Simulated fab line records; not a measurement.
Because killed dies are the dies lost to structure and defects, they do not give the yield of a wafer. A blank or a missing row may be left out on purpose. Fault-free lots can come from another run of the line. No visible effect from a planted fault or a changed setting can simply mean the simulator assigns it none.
fab line records ; flow nand_harc ; part 1 of 2: steps 1 to 39 of 40
[record] lots = 6; wafers = 18; last_day = 30
route steps=1302 shown P_M0@264 P_M1@285 END@1302
lots that met no fault: taken from a fault-free run of the same line
start_h: hours from the record's opening day to when the first of the lot's shown wafers began ; wait_h: hours elapsed since this lot's preceding step ; " the same as in the row above ; L1.1+2: one row covering several wafers at once ; - no value present, or no start provided ; * or withheld: withheld ; < > ~ a bound
route shown NAME@n: a module of which the file shows steps, and the number in the route of the first ; usual: mean and standard deviation over wafers with no fault ; same: alike in all rows ; chamber/n: place in a boat ; sites: per-site readings ; _std_site: the standard deviation of these ; _edge_site: mean of outer sites minus mean of inner sites ; radius_mm: for every site, how far away it sits from the centre of the wafer ; mask NAME#n: copy n ; behind: tool/chamber where the wafer was last shaped ; hold: reason for holding the lot/hours on hold/outcome of the hold ; device: the transistor (n, p or np) that didn't switch ; end of line: tests run on the same wafers once the route is complete ; a step given without rows: its recipe and nothing more ; killed: dies that structure and defects cost at the first sort, which is not the same as the wafer's yield ; map: the dies of a wafer, with x for killed, . for not killed, _ for no die there
set.NAME: the setting that was run; set.NAME@STEP: the one run at that earlier step ; model.NAME: the simulator's own value behind a step, which no gauge read
a table for each step, a row for each wafer; lots at some steps of the route
services: from which hour (start_h, from the record's first day; less than 0 if before it) a tool's chamber was out of use, for how many hours, and why
[[steps]]
[step NHARC_P_M0_OVL_MEAS_10]
[recipe] pitch_nm = 180
[usual] overlay_x_nm = 0.1/0.69; overlay_y_nm = 0.0/0.81
lot.wafer;tool;chamber;start_h;wait_h;overlay_x_nm;overlay_y_nm
L615.1;overlay-01;-;154.78;-;0.5;0.8
L615.2;overlay-01;-;154.78;-;0.9;0.2
L615.5;overlay-01;-;154.78;-;0.3;0.7
L617.1;overlay-01;-;169.36;-;0.5;-0.1
L617.4;overlay-01;-;169.36;-;0.2;-0.4
L617.5;overlay-01;-;169.36;-;0.5;-0.4
L621.1;overlay-02;-;211.55;-;0.8;0.0
L621.5;overlay-02;-;211.55;-;0.1;-0.5
L621.6;overlay-02;-;211.55;-;0.6;0.0
L622.1;overlay-02;-;219.25;-;-1.3;-0.7
L622.2;overlay-02;-;219.25;-;-0.7;-0.5
L622.4;overlay-02;-;219.25;-;-1.2;-0.8
L624.1;overlay-01;-;242.83;-;0.8;0.1
L624.2;overlay-01;-;242.83;-;1.1;0.5
L624.3;overlay-01;-;242.83;-;0.7;0.2
L627.1;overlay-01;-;275.37;-;-0.7;-0.9
L627.2;overlay-01;-;275.37;-;-0.6;-0.9
L627.4;overlay-01;-;275.37;-;-0.3;-1.2
[step NHARC_P_M0_INSPECT_11]
[usual] raw_defect_count = 4.2/2.8
lot.wafer;tool;chamber;start_h;wait_h;raw_defect_count
L615.1;defect_inspect-02;-;154.81;0.0;5
L615.2;defect_inspect-02;-;154.81;0.0;5
L615.5;defect_inspect-02;-;154.81;0.0;4
L617.1;defect_inspect-02;-;169.39;0.0;4
L617.4;defect_inspect-02;-;169.39;0.0;5
L617.5;defect_inspect-02;-;169.39;0.0;8
L621.1;defect_inspect-01;-;211.59;0.0;3
L621.5;defect_inspect-01;-;211.59;0.0;2
L621.6;defect_inspect-01;-;211.59;0.0;4
L622.1;defect_inspect-02;-;219.29;0.0;3
L622.2;defect_inspect-02;-;219.29;0.0;2
L622.4;defect_inspect-02;-;219.29;0.0;2
L624.1;defect_inspect-01;-;242.86;0.0;10
L624.2;defect_inspect-01;-;242.86;0.0;2
L624.3;defect_inspect-01;-;242.86;0.0;5
L627.1;defect_inspect-01;-;275.41;0.0;4
L627.2;defect_inspect-01;-;275.41;0.0;6
L627.4;defect_inspect-01;-;275.41;0.0;5
[step NHARC_P_M0_DESCUM_14]
[recipe] time_s = 3; o2_flow_sccm = 200; ar_flow_sccm = 0; bias_power_w = 0; chemistry = O2
[usual] chamber_pressure_mTorr = 60.00/0.055; drypump_motor_current_A = 5.9/0.53; oes_product_au = 0.998/0.0097; rf_vpp_V = 57.8/0.98; showerhead_plenum_p_Torr = 1.92/0.078; throttle_valve_pct = 11.310/0.009
lot.wafer;tool;chamber;start_h;wait_h;chamber_pressure_mTorr;drypump_motor_current_A;oes_product_au;rf_hours_counter_h;rf_vpp_V;showerhead_plenum_p_Torr;throttle_valve_pct
L615.2;rie_diel-10;0;154.88;0.1;60.08;5.3;1.007;9;59.1;1.95;11.308
L615.1;rie_diel-10;2;154.88;0.1;60.02;5.8;0.995;11;60.1;2.05;11.311
L615.5;rie_diel-10;0;154.88;0.1;59.96;5.3;1.010;-;57.9;1.95;11.313
L617.4;rie_diel-10;1;169.46;0.1;60.04;6.5;0.985;14;57.9;1.97;11.316
L617.1;rie_diel-10;3;169.46;0.1;59.98;6.6;1.000;15;58.8;1.90;11.304
L617.5;rie_diel-10;1;169.46;0.1;59.96;6.5;0.990;-;57.8;1.97;11.312
L621.1;rie_diel-03;2;211.66;0.1;60.03;6.1;1.018;35;57.5;1.81;11.307
L621.6;rie_diel-03;1;211.66;0.1;59.99;5.3;0.999;-;59.3;1.99;11.304
L621.5;rie_diel-03;2;211.66;0.1;59.95;6.1;1.001;-;56.9;1.81;11.313
L622.4;rie_diel-10;2;219.35;0.1;59.94;5.8;1.003;23;58.9;2.05;11.326
L622.2;rie_diel-10;0;219.35;0.1;60.01;5.3;0.999;21;58.2;1.94;11.313
L622.1;rie_diel-10;1;219.35;0.1;60.09;6.5;0.991;24;58.3;1.97;11.310
L624.1;rie_diel-13;0;242.92;0.1;59.89;5.5;0.995;19;58.1;1.77;11.316
L624.2;rie_diel-13;2;242.92;0.1;60.03;6.5;1.005;20;57.8;1.88;11.305
L624.3;rie_diel-13;3;242.92;0.1;60.01;5.5;1.001;22;56.6;1.83;11.311
L627.1;rie_diel-10;1;275.48;0.1;60.07;6.5;0.998;3;58.4;1.97;11.314
L627.2;rie_diel-10;2;275.48;0.1;60.03;5.8;1.007;3;60.1;2.04;11.315
L627.4;rie_diel-10;3;275.48;0.1;59.94;6.5;0.990;3;56.7;1.90;11.326
[step NHARC_P_M0_ETCH_34]
[recipe] target_depth_a = 400; overetch_a = 120; time_s = 43.94; ion_energy_ev = 200; n2_flow_sccm = 150; h2_flow_sccm = 150; ar_flow_sccm = 0; rf_w = 400; bias_w = 150; chemistry = N2/H2
[step NHARC_P_M0_ETCH_15]
[recipe] target_depth_a = 1500; overetch_a = 150; time_s = 82.5; c4f8_flow_sccm = withheld; ar_flow_sccm = 400; rf_w = 600; bias_w = 300; chemistry = C4F8/Ar
[step NHARC_P_M0_CD_MEAS_16]
[usual] cd_nm = 89.8/0.69
lot.wafer;tool;chamber;start_h;wait_h;cd_nm
L615.1;cd_sem-02;-;155.17;-;90.2
L615.2;cd_sem-02;-;155.17;-;89.4
L615.5;cd_sem-02;-;155.17;-;90.7
L617.1;cd_sem-02;-;169.75;-;89.6
L617.4;cd_sem-02;-;169.75;-;89.9
L617.5;cd_sem-02;-;169.75;-;90.3
L621.1;cd_sem-02;-;212.01;-;90.0
L621.5;cd_sem-02;-;212.01;-;89.7
L621.6;cd_sem-02;-;212.01;-;90.0
L622.1;cd_sem-01;-;219.65;-;89.8
L622.2;cd_sem-01;-;219.65;-;89.5
L622.4;cd_sem-01;-;219.65;-;89.9
L624.1;cd_sem-03;-;243.27;-;89.5
L624.2;cd_sem-03;-;243.27;-;89.5
L624.3;cd_sem-03;-;243.27;-;88.7
L627.1;cd_sem-02;-;276.24;-;90.2
L627.2;cd_sem-02;-;276.24;-;90.3
L627.4;cd_sem-02;-;276.24;-;91.8
[step NHARC_P_M0_STRIP_18]
[recipe] power_w = 1000; n2_flow_sccm = 150; h2_flow_sccm = 150; ar_flow_sccm = 0; bias_w = 0; chemistry = N2/H2
[step NHARC_P_M0_STRIP_19]
[recipe] time_s = 600; temp_c = 30; chemistry = post_etch_residue_remover
[step NHARC_P_M0_DEGAS_28]
[recipe] temp_c = 250; time_s = 60
[step NHARC_P_M0_PRE_CLEAN_29]
[recipe] time_s = 30; temp_c = 280; gas = H2/He
[usual] heater_power_w = 406/46
lot.wafer;tool;chamber;start_h;wait_h;heater_power_w
L615.1;pvd_sputter-02;-;-;-;358
L615.2;pvd_sputter-02;-;-;-;363
L615.5;pvd_sputter-02;-;-;-;381
L617.4;pvd_sputter-01;-;-;-;446
L617.1;pvd_sputter-01;-;-;-;410
L617.5;pvd_sputter-01;-;-;-;368
L621.1;pvd_sputter-02;-;-;-;361
L621.6;pvd_sputter-02;-;-;-;356
L621.5;pvd_sputter-02;-;-;-;374
L622.1;pvd_sputter-03;-;-;-;455
L622.4;pvd_sputter-03;-;-;-;407
L622.2;pvd_sputter-03;-;-;-;360
L624.3;pvd_sputter-01;-;-;-;443
L624.1;pvd_sputter-01;-;-;-;415
L624.2;pvd_sputter-01;-;-;-;501
L627.1;pvd_sputter-02;-;-;-;376
L627.2;pvd_sputter-02;-;-;-;482
L627.4;pvd_sputter-02;-;-;-;356
[step NHARC_P_M0_PVD_20]
[recipe] target_thk_a = 50; bias_v = 168.6; power_w = 15000; chamber_pressure_pa = 0.12; time_s = 8.06; substrate_temp_c = 50; material = TaN
[step NHARC_P_M0_PVD_21]
[recipe] target_thk_a = 300; chamber_pressure_pa = 5; power_w = 5000; substrate_temp_c = 30; time_s = 20.49; material = Cu
[usual] throttle_valve_pct = 29.7/0.85
lot.wafer;tool;chamber;start_h;wait_h;throttle_valve_pct
L615.1;pvd_sputter-02;-;-;-;30.2
L615.2;pvd_sputter-02;-;-;-;29.8
L615.5;pvd_sputter-02;-;-;-;30.2
L617.1;pvd_sputter-01;-;-;-;29.4
L617.4;pvd_sputter-01;-;-;-;30.0
L617.5;pvd_sputter-01;-;-;-;29.1
L621.1;pvd_sputter-02;-;-;-;30.3
L621.6;pvd_sputter-02;-;-;-;29.4
L621.5;pvd_sputter-02;-;-;-;27.7
L622.2;pvd_sputter-03;-;-;-;30.8
L622.4;pvd_sputter-03;-;-;-;30.1
L622.1;pvd_sputter-03;-;-;-;29.1
L624.3;pvd_sputter-01;-;-;-;29.1
L624.1;pvd_sputter-01;-;-;-;29.1
L624.2;pvd_sputter-01;-;-;-;30.1
L627.4;pvd_sputter-02;-;-;-;30.4
L627.1;pvd_sputter-02;-;-;-;30.0
L627.2;pvd_sputter-02;-;-;-;29.8
[step NHARC_P_M0_ECD_22]
[recipe] target_thk_a = 4000; bath_temp_c = 25; material = Cu
lot.wafer;tool;chamber;start_h;wait_h
L615.1+2+5;ecd_cu-01;1,0,1;156.15;-
L617.1+4+5;ecd_cu-02;0,0,1;170.73;-
L621.1+6+5;ecd_cu-01;0,1,0;213.04;-
L622.2+1+4;ecd_cu-01;0,1,0;220.62;-
L624.2+1+3;ecd_cu-01;0,1,1;244.43;-
L627.1+2+4;ecd_cu-01;0,1,1;277.21;-
[step NHARC_P_M0_ANNEAL_30]
[recipe] temp_c = 225; time_s = 90
[step NHARC_P_M0_CMP_23]
[recipe] t_overpolish_s = 20; target_thk_nm = 117.54
[step NHARC_P_M0_THK_MEAS_24]
[recipe] thk_meas_gauge = xrf
[usual] thk_nm = 117.7/1.4
lot.wafer;tool;chamber;start_h;wait_h;thk_nm
L615.1;film_metro-02;-;157.31;-;116.1
L615.2;film_metro-02;-;157.31;-;116.4
L615.5;film_metro-02;-;157.31;-;117.2
L617.1;film_metro-01;-;171.77;-;116.9
L617.4;film_metro-01;-;171.77;-;114.8
L617.5;film_metro-01;-;171.77;-;116.2
L621.1;film_metro-01;-;214.02;-;119.0
L621.5;film_metro-01;-;214.02;-;117.8
L621.6;film_metro-01;-;214.02;-;115.9
L622.1;film_metro-02;-;221.66;-;119.0
L622.2;film_metro-02;-;221.66;-;118.1
L622.4;film_metro-02;-;221.66;-;117.0
L624.1;film_metro-01;-;245.48;-;115.7
L624.2;film_metro-01;-;245.48;-;116.9
L624.3;film_metro-01;-;245.48;-;119.5
L627.1;film_metro-02;-;278.27;-;117.4
L627.2;film_metro-02;-;278.27;-;119.5
L627.4;film_metro-02;-;278.27;-;120.1
[step NHARC_P_M0_SRD_25]
[step NHARC_P_M0_PRE_CLEAN_31]
[recipe] time_s = 12; temp_c = 370; rf_power_w = 300; gas = NH3
[step NHARC_P_M0_DEP_32]
[recipe] target_thk_a = 300; temp_c = 370; target_thk_nm = 30; pressure_torr = 3; flow_sccm = 200; rf_w = 450; material = SiCN
[step NHARC_P_M1_DEP_00]
[recipe] target_thk_a = 1825; target_thk_nm = 182.5; temp_c = withheld; pressure_torr = 5; flow_sccm = 200; rf_w = 600; material = SiOC
[step NHARC_P_M1_DEHYDRATE_01]
[recipe] temp_c = 150; time_s = 120
[step NHARC_P_M1_HMDS_02]
[recipe] time_s = 30
[step NHARC_P_M1_COAT_34]
[recipe] temp_c = 200; time_s = 65
[step NHARC_P_M1_COAT_03]
[recipe] spin_rpm = 1500; resist_thk_nm = 90
[step NHARC_P_M1_SOFTBAKE_04]
[recipe] temp_c = 105; time_s = 55
[step NHARC_P_M1_EBR_05]
[step NHARC_P_M1_EXPOSE_06]
[recipe] na = 1.35; target_cd_nm = 130; dose_mj = 81.88; mask_id = P_M1
[step NHARC_P_M1_PEB_07]
[recipe] peb_temp_c = 100; peb_time_s = 65
[step NHARC_P_M1_DEVELOP_08]
[recipe] develop_time_s = 35; dev_temp_c = 23
[step NHARC_P_M1_CD_MEAS_09]
[recipe] target_cd_nm = 130; landing_energy_ev = 500
[usual] cd_nm = 130.1/0.66
lot.wafer;tool;chamber;start_h;wait_h;cd_nm
L615.1;cd_sem-03;0;158.88;-;129.3
L615.2;cd_sem-03;0;158.88;-;130.5
L615.5;cd_sem-03;0;158.88;-;130.2
L617.1;cd_sem-02;0;173.31;-;129.9
L617.4;cd_sem-02;0;173.31;-;129.8
L617.5;cd_sem-02;0;173.31;-;130.0
L621.1;cd_sem-01;0;215.58;-;130.1
L621.5;cd_sem-01;0;215.58;-;130.7
L621.6;cd_sem-01;0;215.58;-;129.9
L622.1;cd_sem-03;0;223.07;-;130.4
L622.2;cd_sem-03;0;223.07;-;130.4
L622.4;cd_sem-03;0;223.07;-;129.6
L624.1;cd_sem-02;0;247.03;-;129.0
L624.2;cd_sem-02;0;247.03;-;130.0
L624.3;cd_sem-02;0;247.03;-;129.8
L627.1;cd_sem-03;0;279.82;-;131.6
L627.2;cd_sem-03;0;279.82;-;130.2
L627.4;cd_sem-03;0;279.82;-;130.9
[step NHARC_P_M1_OVL_MEAS_10]
[recipe] pitch_nm = 260
[usual] overlay_x_nm = 0.1/0.81; overlay_y_nm = 0.1/0.84
lot.wafer;tool;chamber;start_h;wait_h;overlay_x_nm;overlay_y_nm
L615.1;overlay-02;-;158.97;-;-0.2;0.9
L615.2;overlay-02;-;158.97;-;-0.6;0.3
L615.5;overlay-02;-;158.97;-;-0.1;0.6
L617.1;overlay-02;-;173.39;-;0.0;-0.2
L617.4;overlay-02;-;173.39;-;0.5;0.2
L617.5;overlay-02;-;173.39;-;-0.1;0.0
L621.1;overlay-01;-;215.67;-;1.3;-0.6
L621.5;overlay-01;-;215.67;-;1.4;-0.6
L621.6;overlay-01;-;215.67;-;1.8;-0.2
L622.1;overlay-02;-;223.16;-;-1.4;-1.3
L622.2;overlay-02;-;223.16;-;-1.6;-1.0
L622.4;overlay-02;-;223.16;-;-1.1;-1.3
L624.1;overlay-02;-;247.11;-;1.0;1.1
L624.2;overlay-02;-;247.11;-;0.5;0.3
L624.3;overlay-02;-;247.11;-;0.5;0.2
L627.1;overlay-02;-;279.91;-;0.9;0.2
L627.2;overlay-02;-;279.91;-;1.2;-0.6
L627.4;overlay-02;-;279.91;-;1.5;0.2
[step NHARC_P_M1_DESCUM_14]
[recipe] time_s = 3; o2_flow_sccm = 200; ar_flow_sccm = 0; bias_power_w = 0; chemistry = O2
[usual] chamber_pressure_mTorr = 60.00/0.059; drypump_motor_current_A = 5.8/0.48; oes_product_au = 1.001/0.0085; rf_vpp_V = 58.0/0.86; showerhead_plenum_p_Torr = 1.99/0.069; throttle_valve_pct = 11.312/0.0086
lot.wafer;tool;chamber;start_h;wait_h;chamber_pressure_mTorr;drypump_motor_current_A;oes_product_au;rf_hours_counter_h;rf_vpp_V;showerhead_plenum_p_Torr;throttle_valve_pct
L615.2;rie_diel-06;0;159.07;0.1;59.96;6.5;0.995;1;57.3;1.85;11.321
L615.1;rie_diel-06;2;159.07;0.1;60.08;6.1;1.008;1;59.1;2.02;11.319
L615.5;rie_diel-06;1;159.07;0.1;59.97;5.7;1.000;-;58.0;2.03;11.309
L617.1;rie_diel-06;1;173.51;0.1;59.90;5.7;1.000;2;58.1;2.03;11.304
L617.4;rie_diel-06;2;173.51;0.1;59.93;6.1;1.006;2;57.8;2.02;11.312
L617.5;rie_diel-06;0;173.51;0.1;59.86;6.5;0.999;-;57.0;1.85;11.307
L621.1;rie_diel-04;3;215.79;0.1;60.02;6.1;1.000;1;58.5;1.89;11.322
L621.6;rie_diel-04;1;215.79;0.1;59.95;6.2;0.994;-;58.4;2.01;11.309
L621.5;rie_diel-04;2;215.79;0.1;60.11;5.4;0.992;-;58.2;2.03;11.316
L622.4;rie_diel-04;0;223.26;0.1;59.93;5.1;0.990;1;58.9;2.04;11.293
L622.2;rie_diel-04;1;223.26;0.1;59.89;6.2;1.006;1;55.6;2.01;11.317
L622.1;rie_diel-04;2;223.26;0.1;60.05;5.4;1.001;1;58.3;2.03;11.317
L624.3;rie_diel-04;1;247.22;0.1;59.93;6.2;1.010;3;59.0;2.01;11.306
L624.2;rie_diel-04;2;247.22;0.1;60.00;5.4;0.996;3;57.1;2.03;11.312
L624.1;rie_diel-04;3;247.22;0.1;59.97;6.1;0.991;3;57.0;1.89;11.321
L627.4;rie_diel-06;0;280.00;0.1;59.89;6.5;0.992;10;57.6;1.84;11.313
L627.2;rie_diel-06;1;280.00;0.1;59.97;5.7;1.001;10;57.6;2.02;11.320
L627.1;rie_diel-06;3;280.00;0.1;59.93;5.3;1.000;10;57.8;2.02;11.304
[step NHARC_P_M1_ETCH_35]
[recipe] target_depth_a = 400; overetch_a = 120; time_s = 43.94; ion_energy_ev = 200; n2_flow_sccm = 150; h2_flow_sccm = 150; ar_flow_sccm = 0; rf_w = 400; bias_w = 150; chemistry = N2/H2
[step NHARC_P_M1_ETCH_15]
[recipe] target_depth_a = 1825; time_s = 91.2; c4f8_flow_sccm = withheld; ar_flow_sccm = 400; rf_w = 600; bias_w = 300; chemistry = C4F8/Ar
[step NHARC_P_M1_CD_MEAS_16]
[usual] cd_nm = 130.0/0.86
lot.wafer;tool;chamber;start_h;wait_h;cd_nm
L615.1;cd_sem-03;-;159.37;-;129.9
L615.2;cd_sem-03;-;159.37;-;130.6
L615.5;cd_sem-03;-;159.37;-;129.8
L617.1;cd_sem-01;-;173.91;-;129.4
L617.4;cd_sem-01;-;173.91;-;130.2
L617.5;cd_sem-01;-;173.91;-;129.4
L621.1;cd_sem-02;-;216.07;-;129.0
L621.5;cd_sem-02;-;216.07;-;130.7
L621.6;cd_sem-02;-;216.07;-;129.6
L622.1;cd_sem-01;-;223.57;-;131.3
L622.2;cd_sem-01;-;223.57;-;130.0
L622.4;cd_sem-01;-;223.57;-;129.1
L624.1;cd_sem-03;-;247.52;-;128.6
L624.2;cd_sem-03;-;247.52;-;130.7
L624.3;cd_sem-03;-;247.52;-;128.2
L627.1;cd_sem-03;-;280.31;-;131.0
L627.2;cd_sem-03;-;280.31;-;130.2
L627.4;cd_sem-03;-;280.31;-;130.7
[step NHARC_P_M1_STRIP_18]
[recipe] power_w = 1000; n2_flow_sccm = 150; h2_flow_sccm = 150; ar_flow_sccm = 0; bias_w = 0; chemistry = N2/H2
[usual] chamber_pressure_mTorr = 29.998/0.028; drypump_motor_current_A = 5.8/0.43; n2_flow_sccm = 150.0/0.46; oes_product_au = 1.000/0.0099; power_w = 1000/3.1; rf_vpp_V = 91.0/0.93; showerhead_plenum_p_Torr = 2.10/0.087; throttle_valve_pct = 14.173/0.0095
lot.wafer;tool;chamber;start_h;wait_h;chamber_pressure_mTorr;drypump_motor_current_A;n2_flow_sccm;oes_product_au;power_w;rf_hours_counter_h;rf_vpp_V;showerhead_plenum_p_Torr;throttle_valve_pct
L615.2;rie_diel-04;3;159.44;0.1;30.020;6.1;150.2;1.020;997;8;88.9;2.01;14.185
L615.1;rie_diel-04;0;159.44;0.1;30.006;5.1;149.7;0.983;1000;9;92.1;2.18;14.175
L615.5;rie_diel-04;0;159.44;0.1;30.025;5.1;150.4;0.993;999;-;92.5;2.18;14.170
L617.1;rie_diel-04;0;173.99;0.1;29.971;5.1;149.6;0.991;995;10;91.1;2.18;14.191
L617.4;rie_diel-04;3;173.99;0.1;30.011;6.1;150.5;1.014;999;10;90.9;2.01;14.163
L617.5;rie_diel-04;1;173.99;0.1;29.997;6.2;149.9;0.997;999;-;91.7;2.15;14.173
L621.1;rie_diel-06;2;216.23;0.2;30.015;6.1;149.8;1.001;999;6;90.7;2.16;14.165
L621.5;rie_diel-06;3;216.23;0.2;30.009;5.3;149.5;1.002;997;-;89.8;2.16;14.162
L621.6;rie_diel-06;0;216.23;0.2;29.981;6.5;149.7;0.989;999;-;90.0;1.96;14.189
L622.4;rie_diel-12;2;223.64;0.1;29.985;6.0;150.7;0.999;1001;39;90.3;2.12;14.190
L622.2;rie_diel-12;0;223.64;0.1;29.992;5.6;149.5;1.007;996;41;90.6;1.94;14.172
L622.1;rie_diel-12;1;223.64;0.1;30.014;5.5;150.2;1.006;1003;34;89.5;1.92;14.179
L624.1;rie_diel-12;3;247.59;0.1;29.964;5.9;150.4;0.991;1004;52;91.0;2.06;14.186
L624.3;rie_diel-12;0;247.59;0.1;29.968;5.6;150.2;0.998;999;53;89.7;1.93;14.166
L624.2;rie_diel-12;1;247.59;0.1;29.994;5.4;149.5;0.995;998;44;90.2;1.91;14.184
L627.2;rie_diel-06;2;280.41;0.1;30.010;6.1;148.7;1.004;998;11;92.1;2.15;14.163
L627.4;rie_diel-06;3;280.41;0.1;29.980;5.3;150.3;0.998;1003;11;91.8;2.15;14.154
L627.1;rie_diel-06;0;280.41;0.1;29.963;6.5;150.4;0.981;1001;10;89.1;1.96;14.165
[step NHARC_P_M1_ETCH_28]
[recipe] target_depth_a = 300; over_etch_frac = 0.3; time_s = 72.99; ion_energy_ev = 150; cf4_flow_sccm = 50; n2_flow_sccm = 100; ar_flow_sccm = 150; rf_w = 300; bias_w = 100; chemistry = CF4/N2
[step NHARC_P_M1_STRIP_19]
[recipe] time_s = 600; temp_c = 30; chemistry = post_etch_residue_remover
[step NHARC_P_M1_DEGAS_29]
[recipe] temp_c = 250; time_s = 60
